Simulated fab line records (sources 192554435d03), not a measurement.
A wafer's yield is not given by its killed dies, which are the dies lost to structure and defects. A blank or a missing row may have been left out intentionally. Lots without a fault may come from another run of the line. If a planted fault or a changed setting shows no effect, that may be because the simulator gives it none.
fab line records -- flow n5Finfet -- part 2 of 2: steps 29 to 34 of 34
record lots=5, wafers=15, lastDay=16
route steps=1938 shown BEOL_M2@918 BEOL_M3@931
lots untouched by any fault: they come from a run of this same line in which no faults occurred
startH: hours from the record's first day to the start of the lot's first wafer shown -- waitH: time in hours since the lot's previous step -- " same as the row above -- L1.1+2: a row that stands for several wafers -- - no value present, or no start provided -- * or withheld: withheld -- < > ~ a bound
route shown NAME@n: names a module that has steps shown in the file, with the first one's number in the route -- usual: mean/standard deviation of fault-free wafers -- same: alike in all rows -- chamber/n: place in a boat -- sites: per-site readings -- _std_site: their standard deviation -- _edge_site: outer sites' mean less inner sites' -- radiusMm: how far each site lies from the wafer's centre -- mask NAME#n: copy n -- behind: the tool/chamber that last shaped the wafer -- hold: why the lot was held/for how many hours/how that ended -- device: the n, p or np transistor that did not switch -- end of line: tests run on the same wafers once the route is complete -- step lacking rows: just its recipe -- killed: dies lost to structure and defects at the first sort, not the wafer's yield -- map: shows each die of a wafer: x if killed, . if not, _ if none is there
set.NAME: setting as actually run; set.NAME@STEP: the setting as run at that earlier step -- model.NAME: the simulator's own value behind a step, which no gauge read
certain route steps with their lots: each step a table, each wafer a row
services: from which hour (startH, from the record's first day; less than 0 if before it) a tool's chamber was out of use, for how many hours, and why
## steps
# step N5_BEOL_M3_INSPECT_13
# recipe mode=adi, inspectInstrument=brightfield
# usual rawDefectCount=408/89
lot.wafer,tool,chamber,startH,waitH,rawDefectCount
L081.1,defectInspect-01,-,190.35,0.1,406
L081.5,defectInspect-01,-,190.35,0.1,449
L081.6,defectInspect-01,-,190.35,0.1,434
L089.2,defectInspect-02,-,234.35,0.0,349
L089.3,defectInspect-02,-,234.35,0.0,424
L089.4,defectInspect-02,-,234.35,0.0,312
L088.2,defectInspect-01,-,239.83,0.0,406
L088.3,defectInspect-01,-,239.83,0.0,361
L088.5,defectInspect-01,-,239.83,0.0,444
L090.2,defectInspect-02,-,240.14,0.0,295
L090.5,defectInspect-02,-,240.14,0.0,288
L090.6,defectInspect-02,-,240.14,0.0,516
L093.2,defectInspect-02,-,256.52,0.0,259
L093.5,defectInspect-02,-,256.52,0.0,346
L093.6,defectInspect-02,-,256.52,0.0,291
# step N5_BEOL_M3_DESCUM_16
# recipe chemistry=O2, timeS=7, sourcePowerW=50, biasPowerW=20, pressureMtorr=20, rfFrequencyHz=2.712e+07, tempC=40, resist=CAR-EUV, o2FlowSccm=225
# usual drypumpMotorCurrentA=5.8/0.45, o2FlowSccm=225.0/0.65, oesProductAu=0.79/0.098, rfVppV=242.8/1.5, showerheadPlenumPTorr=2.06/0.07, throttleValvePct=20.33/0.28
lot.wafer,tool,chamber,startH,waitH,drypumpMotorCurrentA,o2FlowSccm,oesProductAu,rfHoursCounterH,rfVppV,showerheadPlenumPTorr,throttleValvePct
L081.1,rieDiel-02,2,190.61,0.3,5.2,224.8,0.97,4,243.6,2.06,19.97
L081.5,rieDiel-02,3,190.61,0.3,6.3,224.6,1.00,-,244.1,2.13,19.82
L081.6,rieDiel-02,0,190.61,0.3,5.7,225.9,0.74,-,242.7,2.09,20.61
L089.2,rieDiel-04,1,234.38,0.0,6.1,225.5,0.74,175,245.8,2.17,20.29
L089.3,rieDiel-04,2,234.38,0.0,5.7,225.2,0.93,10,241.3,2.05,20.22
L089.4,rieDiel-04,0,234.38,0.0,5.6,224.7,0.68,220,243.0,2.07,20.75
L088.2,rieDiel-02,3,239.89,0.1,6.3,224.0,0.92,14,245.5,2.13,19.82
L088.3,rieDiel-02,1,239.89,0.1,5.7,225.7,0.75,154,240.5,1.92,19.95
L088.5,rieDiel-02,3,239.89,0.1,6.3,224.9,0.91,-,244.2,2.13,19.85
L090.2,rieDiel-04,3,240.19,0.0,5.8,225.3,0.71,233,241.6,2.06,20.64
L090.5,rieDiel-04,1,240.19,0.0,6.1,225.4,0.74,-,243.6,2.17,20.32
L090.6,rieDiel-04,2,240.19,0.0,5.7,225.3,0.94,-,243.3,2.05,20.24
L093.2,rieDiel-02,3,256.55,0.0,6.2,224.2,0.92,19,244.1,2.13,19.85
L093.5,rieDiel-02,3,256.55,0.0,6.2,224.7,0.92,-,244.2,2.13,19.84
L093.6,rieDiel-02,2,256.55,0.0,5.2,225.2,0.90,-,242.3,2.06,20.00
# step N5_BEOL_M3_ETCH_74
# recipe chemistry=N2/H2, target=underlayer, targetDepthA=65, maskMaterial=CAR-EUV, timeS=5.2, ionEnergyEv=200, pressureMtorr=30, sourceW=840, biasW=150, n2FlowSccm=200, h2FlowSccm=200, ends=cleared
# usual drypumpMotorCurrentA=5.8/0.45, etchRfOnTimeS=5.19/0.097, oesProductAu=0.67/0.085, rfVppV=523.0/2.8, showerheadPlenumPTorr=2.51/0.087, throttleValvePct=17.79/0.27
lot.wafer,tool,chamber,startH,waitH,drypumpMotorCurrentA,etchRfOnTimeS,oesProductAu,rfHoursCounterH,rfVppV,showerheadPlenumPTorr,throttleValvePct
L081.1,rieDiel-02,2,190.64,0.0,5.2,5.00,0.82,4,525.2,2.49,17.26
L081.5,rieDiel-02,3,190.64,0.0,6.3,5.17,0.85,-,525.7,2.61,17.40
L081.6,rieDiel-02,0,190.64,0.0,5.7,5.29,0.62,-,525.6,2.54,18.10
L089.2,rieDiel-04,1,234.41,0.0,6.1,5.24,0.64,175,527.6,2.64,17.81
L089.3,rieDiel-04,2,234.41,0.0,5.7,5.18,0.80,10,522.2,2.49,17.67
L089.4,rieDiel-04,0,234.41,0.0,5.6,5.30,0.58,220,522.9,2.51,18.15
L088.2,rieDiel-02,3,239.92,0.0,6.3,5.16,0.79,14,525.1,2.60,17.41
L088.3,rieDiel-02,1,239.92,0.0,5.7,5.13,0.64,154,517.0,2.34,17.43
L088.5,rieDiel-02,3,239.92,0.0,6.3,5.20,0.78,-,524.6,2.60,17.42
L090.2,rieDiel-04,3,240.22,0.0,5.8,5.22,0.61,233,522.6,2.51,18.13
L090.5,rieDiel-04,1,240.22,0.0,6.1,5.20,0.63,-,526.6,2.64,17.81
L090.6,rieDiel-04,2,240.22,0.0,5.7,5.09,0.80,-,520.5,2.49,17.71
L093.2,rieDiel-02,3,256.59,0.0,6.2,5.11,0.77,19,526.1,2.60,17.43
L093.5,rieDiel-02,3,256.59,0.0,6.3,5.16,0.77,-,525.8,2.60,17.45
L093.6,rieDiel-02,2,256.59,0.0,5.1,5.03,0.79,-,521.0,2.48,17.28
# step N5_BEOL_M3_ETCH_63
# recipe chemistry=CF4, target=SiARC, targetDepthA=156, maskMaterial=CAR-EUV, timeS=26, ionEnergyEv=80, pressureMtorr=40, sourceW=545, biasW=36, Ar_flow_sccm=100, cf4FlowSccm=100, ends=cleared
# usual drypumpMotorCurrentA=5.8/0.45, etchRfOnTimeS=25.9/0.47, oesProductAu=0.67/0.085, rfVppV=183.6/1.2, showerheadPlenumPTorr=2.12/0.068, throttleValvePct=15.55/0.27
lot.wafer,tool,chamber,startH,waitH,drypumpMotorCurrentA,etchRfOnTimeS,oesProductAu,rfHoursCounterH,rfVppV,showerheadPlenumPTorr,throttleValvePct
L081.1,rieDiel-02,2,190.66,0.0,5.2,25.0,0.83,4,181.9,2.10,15.07
L081.5,rieDiel-02,3,190.66,0.0,6.3,25.8,0.84,-,185.3,2.19,15.04
L081.6,rieDiel-02,0,190.66,0.0,5.7,26.2,0.64,-,183.7,2.15,15.85
L089.2,rieDiel-04,1,234.43,0.0,6.1,26.1,0.63,175,184.6,2.22,15.57
L089.3,rieDiel-04,2,234.43,0.0,5.7,25.7,0.80,10,183.1,2.11,15.47
L089.4,rieDiel-04,0,234.43,0.0,5.6,26.3,0.59,220,181.7,2.12,15.99
L088.2,rieDiel-02,3,239.94,0.0,6.3,25.9,0.78,14,184.8,2.19,15.08
L088.3,rieDiel-02,1,239.94,0.0,5.7,25.4,0.65,154,182.7,1.98,15.26
L088.5,rieDiel-02,3,239.94,0.0,6.3,26.0,0.78,-,184.5,2.19,15.08
L090.2,rieDiel-04,3,240.24,0.0,5.8,26.3,0.61,233,184.6,2.11,15.87
L090.5,rieDiel-04,1,240.24,0.0,6.1,26.4,0.63,-,186.1,2.22,15.56
L090.6,rieDiel-04,2,240.24,0.0,5.7,26.1,0.80,-,183.0,2.11,15.46
L093.2,rieDiel-02,3,256.60,0.0,6.2,25.6,0.77,19,184.0,2.19,15.09
L093.5,rieDiel-02,3,256.60,0.0,6.3,25.8,0.77,-,185.2,2.18,15.10
L093.6,rieDiel-02,2,256.60,0.0,5.2,25.2,0.78,-,184.1,2.09,15.09
# step N5_BEOL_M3_ETCH_64
# recipe chemistry=N2/H2, target=SOC, targetDepthA=750, overetchA=150, maskMaterial=SiARC, tempC=40, timeS=112.5, ionEnergyEv=200, pressureMtorr=30, sourceW=840, biasW=150, n2FlowSccm=200, h2FlowSccm=200
# usual drypumpMotorCurrentA=5.8/0.45, oesProductAu=0.62/0.074, rfVppV=522.9/2.6, showerheadPlenumPTorr=2.51/0.087, throttleValvePct=17.75/0.27
lot.wafer,tool,chamber,startH,waitH,drypumpMotorCurrentA,oesProductAu,rfHoursCounterH,rfVppV,showerheadPlenumPTorr,throttleValvePct
L081.1,rieDiel-02,2,190.69,0.0,5.2,0.76,4,524.1,2.49,17.21
L081.5,rieDiel-02,3,190.69,0.0,6.2,0.78,-,525.2,2.61,17.35
L081.6,rieDiel-02,0,190.69,0.0,5.7,0.59,-,524.6,2.54,18.06
L089.2,rieDiel-04,1,234.46,0.0,6.1,0.59,175,526.5,2.64,17.77
L089.3,rieDiel-04,2,234.46,0.0,5.7,0.74,10,523.7,2.49,17.64
L089.4,rieDiel-04,0,234.46,0.0,5.6,0.54,220,522.9,2.51,18.12
L088.2,rieDiel-02,3,239.97,0.0,6.3,0.71,14,524.9,2.60,17.38
L088.3,rieDiel-02,1,239.97,0.0,5.7,0.59,155,518.1,2.34,17.38
L088.5,rieDiel-02,3,239.97,0.0,6.3,0.72,-,525.3,2.60,17.37
L090.2,rieDiel-04,3,240.27,0.0,5.8,0.56,233,522.7,2.51,18.06
L090.5,rieDiel-04,1,240.27,0.0,6.1,0.59,-,524.9,2.64,17.76
L090.6,rieDiel-04,2,240.27,0.0,5.7,0.74,-,521.5,2.49,17.63
L093.2,rieDiel-02,3,256.63,0.0,6.3,0.72,19,525.9,2.60,17.40
L093.5,rieDiel-02,3,256.63,0.0,6.3,0.72,-,525.1,2.60,17.40
L093.6,rieDiel-02,2,256.63,0.0,5.1,0.71,-,523.9,2.48,17.24
# step N5_BEOL_M3_STRIP_65
# recipe chemistry=N2/H2, tempC=40, n2FlowSccm=200, h2FlowSccm=200, rfFrequencyHz=6e+07
lot.wafer,tool,chamber,startH,waitH
L081.1+5+6,rieDiel-02,"2,3,0",190.79,0.1
L089.2+3+4,rieDiel-04,"1,2,0",234.57,0.1
L088.2+3+5,rieDiel-02,"3,1,3",240.08,0.1
L090.2+5+6,rieDiel-04,"3,1,2",240.38,0.1
L093.2+5+6,rieDiel-02,"3,3,2",256.74,0.1
## services
tool,chamber,startH,hours,kind
cvdCo-02,-,168.66,0.6,repair
pecvd-04,-,177.19,2.8,pm
rieDiel-02,3,178.06,-,clean
rieDiel-02,3,178.06,-,consumableReplace:focusRing
rieDiel-02,3,178.06,12.3,scheduledDown
rieDiel-02,3,178.06,12.3,ventCycle
euvScanner-02,-,182.26,1.0,pm
rieDiel-04,2,185.70,-,clean
rieDiel-04,2,185.70,-,consumableReplace:focusRing
rieDiel-04,2,185.70,13.5,scheduledDown
cvdCo-01,2,189.17,15.3,repair
euvScanner-02,-,190.35,0.1,repair
pecvd-03,1,193.72,6.0,repair
pecvd-04,-,194.54,2.1,repair
euvScanner-02,-,194.88,0.3,repair
euvScanner-02,-,199.17,6.2,pm
cmp-04,-,203.01,6.4,repair
cvdCo-01,1,205.77,4.3,repair
cvdCo-01,0,208.60,9.6,repair
euvScanner-02,-,221.81,1.0,pm
pecvd-01,-,224.56,28.1,pm
cvdCo-02,-,227.63,6.0,pm
cvdCo-02,-,243.17,20.8,repair
rieDiel-04,2,250.08,2.5,repair
